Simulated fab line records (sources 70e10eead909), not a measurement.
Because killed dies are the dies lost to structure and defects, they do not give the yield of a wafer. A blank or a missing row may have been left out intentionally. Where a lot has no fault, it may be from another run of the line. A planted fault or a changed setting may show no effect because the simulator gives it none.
Which tool is to blame? ; flow nand_harc ; 72 wafers from 24 lots sampled at 6 of the route's 1302 steps

## WHAT EACH GAUGE READ, for each wafer
NHARC_P_M2_CD_MEAS_09: target cd 170 nm. Usual: 169.9 nm for cd_nm, sd 0.59.
lot;measured;on;cd_nm (nm);flag
L074;day 6 18:08;cd_sem-03;168.8 169.6 169.9;
L076;day 7 09:38;cd_sem-03;170.4 170.3 170.1;
L075;day 7 10:26;cd_sem-03;169.5 169.5 169.6;
L077;day 7 20:02;cd_sem-01;169.7 168.8 168.9;
L078;day 8 00:51;cd_sem-01;169.3 169.8 170.1;
L079;day 8 16:58;cd_sem-03;169.5 169.7 170.1;
L080;day 8 21:23;cd_sem-01;169.7 169.6 170.1;
L081;day 9 07:34;cd_sem-01;171.0 170.2 170.8;
L082;day 9 15:08;cd_sem-01;169.7 169.9 169.3;
L083;day 10 07:48;cd_sem-03;170.2 171.4 171.0;
L084;day 10 11:04;cd_sem-03;169.9 170.5 170.2;
L085;day 10 19:04;cd_sem-01;169.9 169.8 170.1;
L086;day 11 10:12;cd_sem-03;170.7 170.1 170.1;
L087;day 11 16:50;cd_sem-02;169.7 169.7 169.2;
L088;day 12 10:31;cd_sem-02;168.4 169.2 168.2;
L089;day 12 10:40;cd_sem-03;169.9 170.3 170.3;
L090;day 13 01:37;cd_sem-03;171.1 170.1 170.0;
L091;day 13 12:02;cd_sem-01;171.0 171.0 170.7;
L092;day 14 00:17;cd_sem-03;169.5 168.7 169.9;
L093;day 14 07:41;cd_sem-01;170.6 170.3 169.8;
L094;day 14 18:52;cd_sem-02;169.9 169.3 170.1;
L095;day 15 01:53;cd_sem-02;170.1 170.3 170.4;
L096;day 15 14:46;cd_sem-01;170.1 169.7 169.7;
L097;day 15 22:20;cd_sem-03;169.4 170.2 170.0;

NHARC_P_BONDPAD_THK_MEAS_33: measures by ellipsometry. Usual: 200.1 nm for thk_nm, sd 1.5.
lot;measured;on;thk_nm (nm);flag
L074;day 6 22:06;film_metro-01;201.8 196.6 200.6;
L076;day 7 13:39;film_metro-02;199.9 200.3 200.2;
L075;day 7 14:24;film_metro-02;199.3 199.1 199.1;
L077;day 8 00:07;film_metro-01;198.9 198.0 198.7;
L078;day 8 04:54;film_metro-01;200.7 200.6 199.8;
L079;day 8 20:58;film_metro-02;200.6 199.7 199.7;
L080;day 9 01:32;film_metro-01;198.5 200.4 200.2;
L081;day 9 11:34;film_metro-01;199.1 199.5 197.0;
L082;day 9 19:14;film_metro-01;201.1 199.8 198.1;
L083;day 10 11:46;film_metro-02;201.2 201.7 203.0;
L084;day 10 15:04;film_metro-02;200.0 199.6 200.4;
L085;day 10 23:13;film_metro-02;200.0 198.1 196.8;
L086;day 11 14:23;film_metro-02;201.8 203.8 202.3;
L087;day 11 20:47;film_metro-02;201.4 199.7 200.7;
L088;day 12 14:31;film_metro-02;201.9 202.5 199.6;
L089;day 12 14:54;film_metro-02;204.0 199.9 199.8;
L090;day 13 05:42;film_metro-01;198.7 200.7 199.4;
L091;day 13 16:01;film_metro-02;200.8 200.5 198.7;
L092;day 14 04:16;film_metro-02;198.3 201.5 198.5;
L093;day 14 11:41;film_metro-02;201.4 199.5 199.9;
L094;day 14 22:58;film_metro-02;198.2 200.4 198.9;
L095;day 15 06:09;film_metro-01;197.0 200.0 200.3;
L096;day 15 18:44;film_metro-01;203.6 200.8 198.7;
L097;day 16 02:19;film_metro-01;198.5 197.2 201.9;

## TOOL THAT RAN EACH LOT (tool first, then ch and the chambers of the sampled wafers, then the start)
lot;NHARC_P_M1_PVD_20;NHARC_P_M2_ETCH_35;NHARC_P_M2_PRE_CLEAN_30;NHARC_P_M2_DEP_33
L074;pvd_sputter-01, day 6 18:08 or earlier;rie_diel-12 ch 0,1,2, day 6 18:25;pvd_sputter-01, day 6 21:02 or earlier;pecvd-03 ch 0,1,2, day 6 21:02
L076;pvd_sputter-02, day 7 09:38 or earlier;rie_diel-12 ch 1,2,3, day 7 09:54;pvd_sputter-02, day 7 12:35 or earlier;pecvd-01 ch 0,1, day 7 12:35
L075;pvd_sputter-01, day 7 10:26 or earlier;rie_diel-10 ch 0,1,2, day 7 10:42;pvd_sputter-03, day 7 13:22 or earlier;pecvd-03 ch 0,1, day 7 13:22
L077;pvd_sputter-01, day 7 20:02 or earlier;rie_diel-12 ch 0,2,3, day 7 20:21;pvd_sputter-03, day 7 23:08 or earlier;pecvd-02 ch 0,1,2, day 7 23:08
L078;pvd_sputter-01, day 8 00:51 or earlier;rie_diel-04 ch 0,2,3, day 8 01:08;pvd_sputter-01, day 8 03:53 or earlier;pecvd-03 ch 0,1,2, day 8 03:53
L079;pvd_sputter-03, day 8 16:58 or earlier;rie_diel-12 ch 0,1,3, day 8 17:14;pvd_sputter-01, day 8 19:56 or earlier;pecvd-02 ch 0,2, day 8 19:56
L080;pvd_sputter-03, day 8 21:23 or earlier;rie_diel-12 ch 0,1,2, day 8 21:39;pvd_sputter-01, day 9 00:16 or earlier;pecvd-01 ch 0,2, day 9 00:16
L081;pvd_sputter-03, day 9 07:34 or earlier;rie_diel-12 ch 0,2,3, day 9 07:50;pvd_sputter-02, day 9 10:31 or earlier;pecvd-01 ch 0,1,2, day 9 10:31
L082;pvd_sputter-02, day 9 15:08 or earlier;rie_diel-04 ch 2,3, day 9 15:26;pvd_sputter-01, day 9 18:12 or earlier;pecvd-02 ch 0,1, day 9 18:12
L083;pvd_sputter-01, day 10 07:48 or earlier;rie_diel-12 ch 0,1,2, day 10 08:05;pvd_sputter-03, day 10 10:47 or earlier;pecvd-03 ch 0,2, day 10 10:47
L084;pvd_sputter-02, day 10 11:04 or earlier;rie_diel-12 ch 0,1,2, day 10 11:20;pvd_sputter-03, day 10 13:59 or earlier;pecvd-03 ch 0,1, day 10 13:59
L085;pvd_sputter-03, day 10 19:04 or earlier;rie_diel-12 ch 1,2, day 10 19:20;pvd_sputter-01, day 10 22:08 or earlier;pecvd-03 ch 1,2, day 10 22:08
L086;pvd_sputter-02, day 11 10:12 or earlier;rie_diel-12 ch 0,1, day 11 10:28;pvd_sputter-03, day 11 13:22 or earlier;pecvd-03 ch 1,2, day 11 13:22
L087;pvd_sputter-03, day 11 16:50 or earlier;rie_diel-12 ch 0,1,3, day 11 17:06;pvd_sputter-02, day 11 19:46 or earlier;pecvd-02 ch 0,2, day 11 19:46
L088;pvd_sputter-01, day 12 10:31 or earlier;rie_diel-10 ch 0,1, day 12 10:47;pvd_sputter-03, day 12 13:26 or earlier;pecvd-02 ch 0,1,2, day 12 13:26
L089;pvd_sputter-03, day 12 10:40 or earlier;rie_diel-04 ch 1,2,3, day 12 10:57;pvd_sputter-02, day 12 13:42 or earlier;pecvd-03 ch 0,1, day 12 13:42
L090;pvd_sputter-01, day 13 01:37 or earlier;rie_diel-12 ch 0,1,2, day 13 01:53;pvd_sputter-03, day 13 04:38 or earlier;pecvd-01 ch 0,1,2, day 13 04:38
L091;pvd_sputter-03, day 13 12:02 or earlier;rie_diel-12 ch 0,1,2, day 13 12:18;pvd_sputter-01, day 13 14:56 or earlier;pecvd-02 ch 1,2, day 13 14:56
L092;pvd_sputter-01, day 14 00:17 or earlier;rie_diel-10 ch 1,2,3, day 14 00:34;pvd_sputter-03, day 14 03:11 or earlier;pecvd-02 ch 0,2, day 14 03:11
L093;pvd_sputter-03, day 14 07:41 or earlier;rie_diel-12 ch 1,3, day 14 07:57;pvd_sputter-01, day 14 10:37 or earlier;pecvd-02 ch 0,2, day 14 10:37
L094;pvd_sputter-03, day 14 18:52 or earlier;rie_diel-12 ch 0,2, day 14 19:10;pvd_sputter-01, day 14 21:53 or earlier;pecvd-03 ch 0,1, day 14 21:53
L095;pvd_sputter-03, day 15 01:53 or earlier;rie_diel-04 ch 1,3, day 15 02:11;pvd_sputter-02, day 15 05:07 or earlier;pecvd-02 ch 0,2, day 15 05:07
L096;pvd_sputter-01, day 15 12:01;rie_diel-04 ch 0,1,3, day 15 15:03;pvd_sputter-01, day 15 17:48 or earlier;pecvd-03 ch 0,1,2, day 15 17:48
L097;pvd_sputter-01, day 15 22:20 or earlier;rie_diel-12 ch 0,1,3, day 15 22:36;pvd_sputter-02, day 16 01:14 or earlier;pecvd-02 ch 1,2, day 16 01:14
- NHARC_P_M1_PVD_20: deposits TaN, target thk 5 nm, time 8.06 s.
- NHARC_P_M2_ETCH_35: etches the open film in N2/H2, target depth 40 nm, overetch 12 nm, time 43.94 s.
- NHARC_P_M2_PRE_CLEAN_30: time 30 s.
- NHARC_P_M2_DEP_33: deposits SiCN, target thk 30 nm.

## WHAT THE TOOLS THEMSELVES READ (means of the sampled wafers that have a number; where no wafer has one, the mark that the record gives instead)
NHARC_P_M1_PVD_20. Usual: 29.6 % for throttle_valve_pct, sd 0.93.
lot;tool;throttle_valve_pct (%);flag
L074;pvd_sputter-01;29.3;
L076;pvd_sputter-02;30.8;
L075;pvd_sputter-01;29.6;
L077;pvd_sputter-01;29.6;
L078;pvd_sputter-01;30.3;
L079;pvd_sputter-03;29.2;
L080;pvd_sputter-03;29.4;
L081;pvd_sputter-03;28.7;
L082;pvd_sputter-02;30.7;
L083;pvd_sputter-01;29.2;
L084;pvd_sputter-02;30.1;
L085;pvd_sputter-03;28.6;
L086;pvd_sputter-02;30.7;
L087;pvd_sputter-03;29.2;
L088;pvd_sputter-01;29.4;
L089;pvd_sputter-03;29.3;
L090;pvd_sputter-01;29.5;
L091;pvd_sputter-03;28.7;
L092;pvd_sputter-01;29.3;
L093;pvd_sputter-03;29.1;
L094;pvd_sputter-03;29.3;
L095;pvd_sputter-03;29.4;
L096;pvd_sputter-01;28.8;
L097;pvd_sputter-01;30.0;

NHARC_P_M2_ETCH_35. Usual: drypump_motor_current_A 5.5 A, standard deviation 0.41; oes_product_au 1.005 a.u., standard deviation 0.011; rf_vpp_V 430.9 V, standard deviation 2; showerhead_plenum_p_Torr 2.06 Torr, standard deviation 0.065; throttle_valve_pct 14.173 %, standard deviation 0.0094.
lot;tool;drypump_motor_current_A (A);oes_product_au (a.u.);rf_vpp_V (V);showerhead_plenum_p_Torr (Torr);throttle_valve_pct (%);flag
L074;rie_diel-12;5.5;1.015;430.6;2.06;14.175;
L076;rie_diel-12;5.5;1.010;430.4;2.05;14.168;
L075;rie_diel-10;5.3;0.988;430.0;2.02;14.177;
L077;rie_diel-12;5.2;1.007;431.6;2.06;14.172;
L078;rie_diel-04;6.1;0.999;431.7;2.06;14.180;
L079;rie_diel-12;5.4;1.015;432.3;2.09;14.157;
L080;rie_diel-12;5.5;1.020;430.5;2.05;14.166;
L081;rie_diel-12;5.2;1.009;430.7;2.06;14.174;
L082;rie_diel-04;6.0;0.993;431.1;2.06;14.165;
L083;rie_diel-12;5.5;1.017;430.9;2.05;14.178;
L084;rie_diel-12;5.5;1.011;431.1;2.05;14.173;
L085;rie_diel-12;5.5;1.008;429.1;2.00;14.172;
L086;rie_diel-12;5.4;1.006;432.1;2.10;14.174;
L087;rie_diel-12;5.4;1.005;432.5;2.09;14.167;
L088;rie_diel-10;5.4;0.991;428.7;1.94;14.166;
L089;rie_diel-04;5.7;1.007;430.3;2.04;14.171;
L090;rie_diel-12;5.5;1.007;430.2;2.05;14.191;
L091;rie_diel-12;5.5;1.006;430.6;2.05;14.178;
L092;rie_diel-10;5.6;1.001;432.5;2.10;14.170;
L093;rie_diel-12;5.4;1.002;432.2;2.08;14.178;
L094;rie_diel-12;5.3;1.015;429.9;2.02;14.170;
L095;rie_diel-04;5.6;0.996;429.1;2.00;14.169;
L096;rie_diel-04;5.6;1.002;429.3;2.00;14.173;
L097;rie_diel-12;5.4;0.997;432.2;2.09;14.174;

NHARC_P_M2_PRE_CLEAN_30. Usual: 402 W for heater_power_w, sd 29.
lot;tool;heater_power_w (W);flag
L074;pvd_sputter-01;400;
L076;pvd_sputter-02;394;
L075;pvd_sputter-03;401;
L077;pvd_sputter-03;408;
L078;pvd_sputter-01;390;
L079;pvd_sputter-01;394;
L080;pvd_sputter-01;388;
L081;pvd_sputter-02;428;
L082;pvd_sputter-01;400;
L083;pvd_sputter-03;441;
L084;pvd_sputter-03;407;
L085;pvd_sputter-01;394;
L086;pvd_sputter-03;399;
L087;pvd_sputter-02;401;
L088;pvd_sputter-03;415;
L089;pvd_sputter-02;405;
L090;pvd_sputter-03;411;
L091;pvd_sputter-01;369;
L092;pvd_sputter-03;412;
L093;pvd_sputter-01;392;
L094;pvd_sputter-01;406;
L095;pvd_sputter-02;405;
L096;pvd_sputter-01;378;
L097;pvd_sputter-02;396;

NHARC_P_M2_DEP_33. Usual: 548 W for heater_power_w, sd 76.
lot;tool;heater_power_w (W);flag
L074;pecvd-03;590;
L076;pecvd-01;511;
L075;pecvd-03;659;
L077;pecvd-02;542;
L078;pecvd-03;594;
L079;pecvd-02;521;
L080;pecvd-01;479;
L081;pecvd-01;508;
L082;pecvd-02;515;
L083;pecvd-03;592;
L084;pecvd-03;617;
L085;pecvd-03;494;
L086;pecvd-03;516;
L087;pecvd-02;525;
L088;pecvd-02;543;
L089;pecvd-03;587;
L090;pecvd-01;473;
L091;pecvd-02;504;
L092;pecvd-02;634;
L093;pecvd-02;554;
L094;pecvd-03;612;
L095;pecvd-02;540;
L096;pecvd-03;598;
L097;pecvd-02;490;

## THE ANSWER, worked out from the rows above alone
Rule: lot off if the mean of its wafers having a number is beyond 3 standard deviations from the usual mean. Also off: a lot with no number at a reading for which 4 or more lots have one. Where the step has rows for the other lots, those lots are counted as sound. After the gauges, taken in route order, come the tools' own readings; for these a lot's mean is taken, as printed above. At the first step where some lot is off, the reading lying furthest off is the one used; lots without a number count as furthest.
No lot is off at any reading shown: from this, nothing can be told.

## WHAT THE SIMULATOR HAD INSERTED
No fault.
